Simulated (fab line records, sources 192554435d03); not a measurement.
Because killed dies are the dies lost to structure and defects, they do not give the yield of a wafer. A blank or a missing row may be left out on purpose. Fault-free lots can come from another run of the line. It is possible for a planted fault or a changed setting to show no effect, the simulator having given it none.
Which tool was responsible? / flow n5 finfet / 12 lots (36 wafers sampled), 1 step of a 1938-step route

## WHAT EACH GAUGE READ, for each wafer
N5_BEOL_M5_CD_MEAS_35: target cd 28 nm, target cd y 24 nm.
lot=L076; measured=day 9 09:37; on=cd sem-03; cd nm (nm)=28.6 28.3 28.8
lot=L079; measured=day 10 13:19; on=cd sem-02; cd nm (nm)=28.3 27.7 27.3
lot=L078; measured=day 10 19:41; on=cd sem-01; cd nm (nm)=28.2 28.2 27.9
lot=L080; measured=day 11 01:28; on=cd sem-01; cd nm (nm)=28.0 27.2 27.8
lot=L082; measured=day 11 19:35; on=cd sem-02; cd nm (nm)=28.2 28.2 28.2
lot=L086; measured=day 12 10:43; on=cd sem-02; cd nm (nm)=28.0 27.7 27.5
lot=L087; measured=day 12 18:59; on=cd sem-02; cd nm (nm)=27.9 28.1 27.7
lot=L088; measured=day 13 13:24; on=cd sem-02; cd nm (nm)=27.7 27.9 27.9
lot=L091; measured=day 13 16:56; on=cd sem-02; cd nm (nm)=28.1 28.2 27.9
lot=L093; measured=day 14 02:16; on=cd sem-03; cd nm (nm)=27.7 27.4 28.1
lot=L095; measured=day 15 08:41; on=cd sem-03; cd nm (nm)=28.3 28.3 27.8
lot=L097; measured=day 15 20:36; on=cd sem-01; cd nm (nm)=28.1 27.7 28.1

## EACH LOT AND THE TOOL THAT RAN IT (in order: tool; ch and the chambers of the sampled wafers; start)
Before these readings, the record contains no process step.

## THE ANSWER, worked out from the rows above alone
Rule: the lots themselves supply what counts as usual. The widest of any qualifying gaps counts: lots, ordered by their means at a reading, are off when they make up no more than a third of the lots, leave a main group of 4 or more, and stand apart from it by 3 or more times the standard deviation of that group's means. A main group is skipped when, at the precision printed for the reading in the tables above, its means are all equal. A lot without any number at a reading at which 4 lots or more have one is off too. The other lots that the step has rows for count as sound.
No lot is off at any reading shown: from this, nothing can be told.

## WHAT WAS PUT IN BY THE SIMULATOR
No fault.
